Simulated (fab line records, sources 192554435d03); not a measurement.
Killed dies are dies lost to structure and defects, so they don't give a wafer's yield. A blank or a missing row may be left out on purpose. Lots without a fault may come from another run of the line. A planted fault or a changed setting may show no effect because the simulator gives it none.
fab line records | flow n5_finfet
record lots=9 wafers=27 last_day=19
route steps=1938 shown HKMG_FIN@447 GATE_CUT@466 BEOL_M4@1111 PASSIVATION@1936
lots that met no fault: from a run of the same line without faults
start_h: hours from the record's first day to the start of the lot's first wafer shown | wait_h: hours since the lot's step before | " the same as in the row above | L1.1+2: a row that stands for several wafers | - no value, or no start given | * or withheld: withheld | < > ~ a bound
route shown NAME@n: a module of which the file shows steps, and the number in the route of the first | usual: mean/standard deviation of fault-free wafers | same: alike in all rows | chamber/n: place in a boat | sites: the reading at each site | _std_site: their standard deviation | _edge_site: outer sites' mean less inner sites' | radius_mm: how far each site lies from the wafer's centre | mask NAME#n: copy n | behind: the tool/chamber that last shaped the wafer | hold: why the lot was held/for how many hours/how that ended | device: the transistor (n, p or np) that didn't switch | end of line: the same wafers' tests at the end of the route | a step without rows: its recipe alone | killed: dies lost to structure and defects at the first sort, not the wafer's yield | map: a wafer's dies, x killed, . not, _ none there
set.NAME: the setting as run; set.NAME@STEP: as run at that earlier step | model.NAME: the simulator's own value behind a step, which no gauge read
steps of the route over a sample of lots; a table a step, a row a wafer
services: from which hour (start_h, from the record's first day; less than 0 if before it) a tool's chamber was out of use, for how many hours, and why
## steps
# step N5_HKMG_FIN_STRIP_88
# recipe chemistry=N2/H2 power_w=2500 temp_c=300 h2_frac=0.65 time_s=360 pressure_mtorr=withheld n2_flow_sccm=1750 h2_flow_sccm=3250
# usual drypump_motor_current_A=5.86/0.24 heater_power_w=469/35
# same time_s=360
# columns lot.wafer tool chamber start_h wait_h drypump_motor_current_A heater_power_w rf_hours_counter_h
L961.2 plasma_asher-02 0 95.29 0.0 6.24 455 42
L961.3 " 0 " " 6.24 450 -
L961.6 " 1 " " 5.68 530 -
L964.1 plasma_asher-01 0 114.86 0.0 5.86 453 90
L964.3 " 1 " " 5.67 449 -
L964.6 " 1 " " 5.64 433 -
L965.3 plasma_asher-02 1 120.26 0.1 5.67 528 -
L965.5 " 0 " " 6.25 456 -
L965.6 " 1 " " 5.68 529 -
L967.2 plasma_asher-02 1 130.63 0.0 5.65 519 50
L967.3 " 0 " " 6.25 458 -
L967.4 " 1 " " 5.67 527 -
L968.1 plasma_asher-02 1 136.99 0.0 5.69 538 52
L968.4 " 1 " " 5.67 520 -
L968.5 " 1 " " 5.67 527 -
L969.4 plasma_asher-02 0 146.60 0.1 6.24 459 -
L969.5 " 1 " " 5.66 528 -
L969.6 " 0 " " 6.27 452 -
L972.2 plasma_asher-01 0 165.42 0.0 5.85 457 98
L972.3 " 1 " " 5.65 447 -
L972.4 " 0 " " 5.88 452 -
L977.3 plasma_asher-01 0 190.81 0.1 5.84 454 -
L977.4 " 1 " " 5.66 447 -
L977.6 " 0 " " 5.85 454 -
L979.1 plasma_asher-01 0 208.23 0.0 5.83 447 106
L979.4 " 1 " " 5.65 439 -
L979.5 " 0 " " 5.82 471 -
# step N5_HKMG_FIN_CMP_23
# recipe stop_on=SiNx t_overpolish_s=10 post_cmp_clean=rinse_only down_force_psi=4 platen_rpm=50.289 pad_velocity_m_s=1.0006 target_thk_nm=46.326
# usual motor_current_A=12.5/1.3 overpolish_run_s=10.001/0.0099 time_to_endpoint_s=11.0/2.1
# columns lot.wafer tool chamber start_h wait_h motor_current_A overpolish_run_s time_to_endpoint_s
L961.3 cmp-03 2 97.39 0.0 12.6 10.008 9.1
L961.2 " 3 " " 11.6 10.007 11.0
L961.6 " 2 " " 13.2 9.997 9.6
L964.3 cmp-03 0 117.12 0.1 13.9 10.009 10.2
L964.1 " 2 " " 12.9 10.012 10.5
L964.6 " 3 " " 11.7 10.000 12.2
L965.3 cmp-02 2 122.52 0.2 12.6 9.989 9.3
L965.6 " 0 " " 13.0 10.004 10.6
L965.5 " 1 " " 12.8 9.999 12.9
L967.4 cmp-01 3 132.73 0.0 13.4 9.988 9.0
L967.3 " 0 " " 13.9 10.015 8.6
L967.2 " 2 " " 10.1 9.994 8.8
L968.4 cmp-01 3 139.17 0.1 13.8 10.007 12.4
L968.1 " 0 " " 14.6 9.997 13.9
L968.5 " 2 " " 10.1 9.998 10.8
L969.4 cmp-03 2 148.81 0.2 13.0 10.012 11.4
L969.5 " 0 " " 13.9 10.010 11.0
L969.6 " 1 " " 10.8 10.008 10.9
L972.3 cmp-03 2 167.52 0.0 13.4 9.989 9.8
L972.4 " 3 " " 11.6 9.998 9.7
L972.2 " 0 " " 13.8 10.012 9.7
L977.4 cmp-03 2 192.86 0.1 12.5 9.991 13.1
L977.3 " 0 " " 13.4 9.994 13.8
L977.6 " 1 " " 10.8 9.988 9.7
L979.4 cmp-01 3 210.47 0.1 13.1 10.010 13.9
L979.1 " 0 " " 13.5 10.002 14.9
L979.5 " 3 " " 13.3 10.002 17.2
# step N5_GATE_CUT_ETCH_56
# recipe chemistry=Cl2/Ar target=TiN target_depth_a=216 pressure_mtorr=10 icp_w=600 bias_w=60 Cl2_flow_sccm=40 Ar_flow_sccm=60
# usual drypump_motor_current_A=5.4/0.41 mfc_cl2_sccm=40.01/0.13 oes_product_au=0.72/0.062 throttle_valve_pct=20.97/0.26
# columns lot.wafer tool chamber start_h wait_h drypump_motor_current_A mfc_cl2_sccm oes_product_au rf_hours_counter_h throttle_valve_pct
L961.2 rie_metal-03 1 98.25 0.1 5.1 39.87 0.71 78 20.69
L961.3 " 1 " " 5.1 39.97 0.72 - 20.68
L961.6 " 1 " " 5.1 39.96 0.72 - 20.66
L964.1 rie_metal-02 1 117.91 0.1 6.1 40.01 0.84 17 20.93
L964.3 " 1 " " 6.1 39.95 0.85 - 20.92
L964.6 " 0 " " 5.1 39.99 0.66 - 21.20
L965.3 rie_metal-01 1 123.26 0.1 5.4 39.86 0.82 - 20.99
L965.5 " 1 " " 5.4 40.22 0.82 - 20.98
L965.6 " 0 " " 6.1 39.80 0.68 - 20.60
L967.2 rie_metal-01 0 133.60 0.1 6.1 40.13 0.68 86 20.61
L967.3 " 1 " " 5.4 39.92 0.81 - 20.98
L967.4 " 0 " " 6.2 40.15 0.67 - 20.60
L968.1 rie_metal-03 0 139.95 0.1 5.2 40.25 0.71 79 21.29
L968.4 " 0 " " 5.2 40.16 0.70 - 21.29
L968.5 " 1 " " 5.1 39.86 0.71 - 20.70
L969.4 rie_metal-02 1 149.54 0.1 6.2 40.10 0.84 - 20.93
L969.5 " 1 " " 6.1 40.05 0.84 - 20.92
L969.6 " 0 " " 5.1 40.28 0.65 - 21.20
L972.2 rie_metal-03 1 168.39 0.1 5.1 53.23 0.73 84 22.27
L972.3 " 1 " " 5.1 53.51 0.73 - 22.27
L972.4 " 0 " " 5.2 53.48 0.72 - 22.89
L977.3 rie_metal-03 0 193.68 0.1 5.2 53.50 0.71 - 22.92
L977.4 " 1 " " 5.1 53.66 0.71 - 22.30
L977.6 " 0 " " 5.2 53.44 0.70 - 22.92
L979.1 rie_metal-02 0 211.25 0.1 5.2 40.25 0.65 105 21.19
L979.4 " 1 " " 6.1 39.92 0.82 - 20.95
L979.5 " 1 " " 6.1 40.05 0.82 - 20.93
# step N5_GATE_CUT_SAC_CAP_01
# recipe material=SiNx target_thk_a=240 temp_c=400 ald_precursor_family=SiH2I2 ald_co_reactant=N2/H2-plasma pulse_time_s=1 ald_cycles=480 purge_time_s=2 co_reactant_purge_time_s=2 pressure_torr=2
# usual heater_power_outer_w=525/56 heater_power_w=863/74 precursor_pulse_height_rel=1.002/0.02
# columns lot.wafer tool chamber start_h wait_h heater_power_outer_w heater_power_w precursor_pulse_height_rel since_wet_clean_h
L961.2 ald_sin-04 3 98.75 0.0 441 733 1.006 197
L961.3 " 0 " " 518 805 0.973 197
L961.6 " 2 99.84 1.1 455 778 1.005 -
L964.1 ald_sin-02 2 118.46 0.0 543 916 1.010 306
L964.3 " 1 " " 577 929 0.998 306
L964.6 " 2 119.54 1.1 550 920 1.000 -
L965.3 ald_sin-04 0 123.94 0.2 525 851 1.008 222
L965.5 " 0 125.02 1.3 525 840 0.995 -
L965.6 " 1 " " 448 759 0.997 -
L967.2 ald_sin-01 0 134.29 0.0 474 859 1.015 127
L967.3 " 1 " " 525 899 0.982 127
L967.4 " 2 " " 475 801 0.989 127
L968.1 ald_sin-02 2 140.44 0.0 559 907 1.017 328
L968.4 " 0 " " 586 892 0.973 328
L968.5 " 2 141.53 1.1 565 893 1.037 -
L969.4 ald_sin-04 2 150.00 0.0 459 785 0.986 248
L969.5 " 3 151.09 1.1 438 748 0.980 -
L969.6 " 0 " " 526 844 0.993 -
L972.2 ald_sin-04 0 169.09 0.0 529 842 1.008 267
L972.3 " 2 " " 461 787 0.994 267
L972.4 " 1 " " 449 782 0.997 267
L977.3 ald_sin-02 3 194.14 0.0 527 870 0.984 3
L977.4 " 0 " " 561 849 0.990 3
L977.6 " 3 195.23 1.1 525 856 1.020 -
L979.1 ald_sin-02 3 211.74 0.0 533 872 0.979 20
L979.4 " 0 " " 542 839 0.977 20
L979.5 " 2 212.83 1.1 560 893 1.019 -
# step N5_BEOL_M4_RC_MEAS_101
# usual DIBL_N=36.6/1.9 DIBL_P=36.7/2.2 IOFF_N=0.16/0.035 IOFF_P=0.22/0.038 ION_N=672/14 ION_P=462/8.3 SS_N=71.6/0.65 SS_P=73.5/0.72 VT_N=250/3.5 VT_P=-250/3.1
# columns lot.wafer tool chamber start_h wait_h DIBL_N[mV/V] DIBL_P[mV/V] IOFF_N[nA/um] IOFF_P[nA/um] ION_N[uA/um] ION_P[uA/um] SS_N[mV/dec] SS_P[mV/dec] VT_N[mV] VT_P[mV]
L961.2 prober-02 0 213.24 0.2 35.1 35.1 0.14 0.18 679 466 71.7 72.6 252 -252
L961.3 " 0 " " 36.8 37.9 0.16 0.22 668 460 71.1 74.0 253 -251
L961.6 " 0 " " 35.6 36.8 0.15 0.21 680 469 70.9 72.8 250 -249
L964.1 prober-02 0 226.45 0.0 35.9 36.8 0.17 0.24 691 476 71.0 73.7 249 -249
L964.3 " 0 " " 37.2 37.1 0.17 0.22 664 455 72.0 74.0 251 -249
L964.6 " 0 " " 36.9 37.2 0.16 0.23 670 462 72.5 74.4 252 -249
L965.3 prober-01 0 237.16 0.3 35.9 35.8 0.14 0.16 675 454 71.9 73.2 254 -256
L965.5 " 0 " " 37.0 38.1 0.17 0.21 661 455 71.1 74.0 250 -252
L965.6 " 0 " " 38.1 38.4 0.18 0.22 685 465 72.2 74.1 250 -254
L967.2 prober-02 0 249.28 0.2 36.3 36.6 0.15 0.21 678 468 71.1 73.3 252 -252
L967.3 " 0 " " 37.3 38.0 0.16 0.23 659 459 71.4 74.0 250 -248
L967.4 " 0 " " 36.5 37.6 0.16 0.22 681 463 71.4 73.7 247 -250
L969.4 prober-01 0 254.94 0.5 32.7 34.8 0.12 0.18 655 459 70.9 72.7 252 -252
L969.5 " 0 " " 36.4 38.2 0.18 0.23 670 466 72.2 73.1 249 -249
L969.6 " 0 " " 33.4 34.6 0.12 0.18 665 460 71.6 72.6 253 -252
L968.1 prober-02 0 257.28 0.0 34.1 33.4 0.13 0.17 650 448 71.7 72.8 254 -253
L968.4 " 0 " " 33.8 32.8 0.12 0.16 656 454 71.4 72.9 256 -253
L968.5 " 0 " " 33.7 32.6 0.12 0.16 642 439 71.3 72.9 258 -251
L972.2 prober-02 0 279.73 0.2 34.9 35.8 0.13 0.18 671 456 72.0 73.1 253 -253
L972.3 " 0 " " 36.9 37.6 0.18 0.22 673 454 72.6 73.7 250 -250
L972.4 " 0 " " 36.8 38.6 0.17 0.24 672 463 71.8 73.5 249 -248
L977.3 prober-02 0 297.27 0.3 40.8 42.0 0.26 0.32 692 467 72.9 74.4 245 -245
L977.4 " 0 " " 35.1 35.6 0.14 0.21 663 457 71.1 73.1 251 -249
L977.6 " 0 " " 36.6 36.8 0.16 0.21 676 462 71.7 73.4 250 -251
L979.1 prober-02 0 326.31 0.0 38.1 37.1 0.19 0.25 669 458 71.4 73.8 249 -248
L979.4 " 0 " " 35.2 34.2 0.14 0.19 680 466 71.2 72.6 251 -250
L979.5 " 0 " " 35.7 34.4 0.14 0.21 678 474 71.6 73.6 249 -248
# step N5_PASSIVATION_PROBE_49
# usual defect_limited_yield=91.6/1.4 killed_at_M0_to_M3=35/10 killed_at_M4_up=13/4.8 killed_at_contacts=12/7.2 killed_at_front_end=36/12 killed_at_other=4/3.1 killed_dies=100/17 killed_open=66/13 killed_short=32/7.3 sort_bin_5_function=5.0/0.94 sort_bin_6_memory=3.1/0.67 sort_bin_8_speed=0.01/0.047 sort_n_pass=1080/17 sort_yield_pct=91.6/1.4
# same gross_dies=1180 killed_at_back_side=0 sort_bin_4_leakage[%]=0
# columns lot.wafer tool chamber start_h wait_h defect_limited_yield[%] killed_at_M0_to_M3 killed_at_M4_up killed_at_contacts killed_at_front_end killed_at_other killed_dies killed_open killed_short sort_bin_5_function[%] sort_bin_6_memory[%] sort_bin_8_speed[%] sort_n_pass sort_yield_pct[%]
L969.4 prober-02 - 376.90 0.2 91.6 44 12 7 23 13 99 67 32 4.7 3.3 0 1081 91.6
L969.5 prober-02 - 376.95 0.2 92.1 36 17 9 24 7 93 61 32 4.3 3.6 0 1087 92.1
L969.6 prober-02 - 377.00 0.3 90.2 38 17 10 41 10 116 78 38 6.0 3.6 0 1064 90.2
L968.1 prober-01 - 389.60 0.0 91.5 37 7 13 39 4 100 61 39 4.6 3.6 0 1080 91.5
L968.4 prober-01 - 389.75 0.2 91.2 31 7 8 52 6 104 68 36 5.3 3.2 0 1076 91.2
L968.5 prober-01 - 389.80 0.2 92.0 30 25 12 26 1 94 65 29 5.0 2.9 0.17 1084 91.9
L977.3 prober-01 - 418.66 0.1 92.1 41 16 5 29 2 93 65 28 4.7 3.0 0 1087 92.1
L977.4 prober-01 - 418.71 0.2 91.9 32 15 8 38 3 96 61 34 5.0 2.7 0 1084 91.9
L977.6 prober-01 - 418.81 0.3 92.9 28 14 6 34 2 84 56 28 3.7 3.1 0 1096 92.9
# killed by level:class
L969.4 BEOL_M0_SAQP:geometric_particle:open=10 BEOL_M3:geometric_particle:open=9 FIN_SAQP:geometric_particle:open=8 BEOL_M2:geometric_particle:open=6 MIM_TOP_ETCH:geometric_particle:open=6 BEOL_M3:geometric_particle:short=5 MOL_CONTACT_COAG:geometric_particle:open=4 BEOL_M0_SAQP:geometric_particle:short=4
L969.5 BEOL_M2:geometric_particle:open=9 BEOL_M3:geometric_particle:open=8 MOL_CONTACT_COAG:geometric_particle:open=7 FIN_SAQP:geometric_particle:open=6 GATE_CUT:geometric_particle:short=5 BEOL_M0_SAQP:geometric_particle:open=5 BEOL_M4:geometric_particle:short=5 BEOL_M5:geometric_particle:open=5
L969.6 FIN_SAQP:geometric_particle:open=13 MOL_CONTACT_COAG:geometric_particle:open=8 BEOL_M3:geometric_particle:open=8 BEOL_M0_SAQP:geometric_particle:short=7 BEOL_M0_SAQP:geometric_particle:open=7 FIN_SAQP:geometric_particle:short=6 STI_FIN_REVEAL:geometric_particle:open=6 BEOL_M5:geometric_particle:open=6
L968.1 BEOL_M0_SAQP:geometric_particle:open=9 BEOL_M0_SAQP:geometric_particle:short=9 FIN_SAQP:geometric_particle:short=8 MOL_CONTACT_COAG:geometric_particle:open=8 BEOL_M1:geometric_particle:open=8 FIN_SAQP:geometric_particle:open=7 STI_FIN_REVEAL:geometric_particle:open=7 MOL_CONTACT_COAG:geometric_particle:short=5
L968.4 STI_FIN_REVEAL:geometric_particle:open=16 DUMMY_GATE:geometric_particle:open=9 BEOL_M1:geometric_particle:open=9 MOL_CONTACT_COAG:geometric_particle:open=8 BEOL_M0_SAQP:geometric_particle:short=7 FIN_SAQP:geometric_particle:short=5 FIN_SAQP:geometric_particle:open=5 STI_FIN_REVEAL:geometric_particle:short=3
L968.5 BEOL_M1:geometric_particle:open=11 MOL_CONTACT_COAG:geometric_particle:open=9 BEOL_M4:geometric_particle:open=9 DUMMY_GATE:geometric_particle:open=6 FIN_SAQP:geometric_particle:open=5 BEOL_M0_SAQP:geometric_particle:short=5 BEOL_M2:geometric_particle:open=5 FIN_SAQP:geometric_particle:short=4
L977.3 BEOL_M0_SAQP:geometric_particle:open=12 BEOL_M4:geometric_particle:open=9 GATE_CUT:geometric_particle:short=7 BEOL_M0_SAQP:geometric_particle:short=7 BEOL_M1:geometric_particle:open=7 BEOL_M2:geometric_particle:open=6 STI_FIN_REVEAL:geometric_particle:open=5 BEOL_M2:geometric_particle:short=5
L977.4 BEOL_M0_SAQP:geometric_particle:open=8 BEOL_M4:geometric_particle:open=8 FIN_SAQP:geometric_particle:open=7 FIN_SAQP:geometric_particle:short=6 GATE_CUT:geometric_particle:short=6 BEOL_M0_SAQP:geometric_particle:short=5 MOL_CONTACT_COAG:geometric_particle:open=5 BEOL_M2:geometric_particle:open=5
L977.6 STI_FIN_REVEAL:geometric_particle:open=12 BEOL_M1:geometric_particle:open=9 BEOL_M2:geometric_particle:open=7 BEOL_M4:geometric_particle:open=7 MOL_CONTACT_COAG:geometric_particle:open=5 STARTING-WAFER:geometric_particle:short=5 BEOL_M0_SAQP:geometric_particle:short=4 BEOL_M1:geometric_particle:short=4
## services
# columns tool chamber start_h hours kind
cmp-01 - 77.15 0.6 repair
cmp-03 - 81.09 2.1 repair
cmp-01 - 82.30 5.8 pm
ald_sin-01 0 93.11 4.9 repair
cmp-02 - 102.04 0.2 repair
cmp-02 - 105.39 0.4 repair
ald_sin-01 - 112.30 2.8 pm
cmp-03 - 123.06 10.0 repair
rie_metal-02 - 138.03 1.4 pm
ald_sin-04 2 141.60 3.9 repair
cmp-01 - 145.28 7.5 pm
ald_sin-02 3 163.38 5.8 repair
cmp-01 - 164.61 0.9 repair
cmp-01 - 167.81 0.7 repair
plasma_asher-01 - 167.85 2.8 pm
rie_metal-02 - 175.96 1.2 repair
ald_sin-02 - 177.80 14.0 pm
ald_sin-02 0 177.80 14.0 vent_cycle
ald_sin-02 1 177.80 14.0 vent_cycle
ald_sin-02 2 177.80 14.0 vent_cycle
rie_metal-01 - 188.71 2.8 pm
cmp-02 - 194.05 4.0 pm
cmp-03 - 200.62 13.4 pm
rie_metal-02 - 206.38 0.5 repair
## key
first_sign step=N5_GATE_CUT_ETCH_56 reading=mfc_cl2_sccm direction=up sigmas=99+ usual=40.01 struck=53.47
effect step=N5_GATE_CUT_ETCH_56 reading=throttle_valve_pct direction=up sigmas=6.3 usual=* struck=*
met_at N5_GATE_CUT_ETCH_56
struck_lots L972,L977
not_acting_at N5_HKMG_FIN_STRIP_88,N5_HKMG_FIN_CMP_23,N5_GATE_CUT_SAC_CAP_01
onset_between 139.95 168.39
fault kind=process_parameter_drift tool=rie_metal-03 chamber=- onset_h=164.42 steps=N5_GATE_CUT_ETCH_56 channel=Cl2_flow_sccm offset=13.441 shape=step end_h=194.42 acts_in=these_recipes_only stated=40
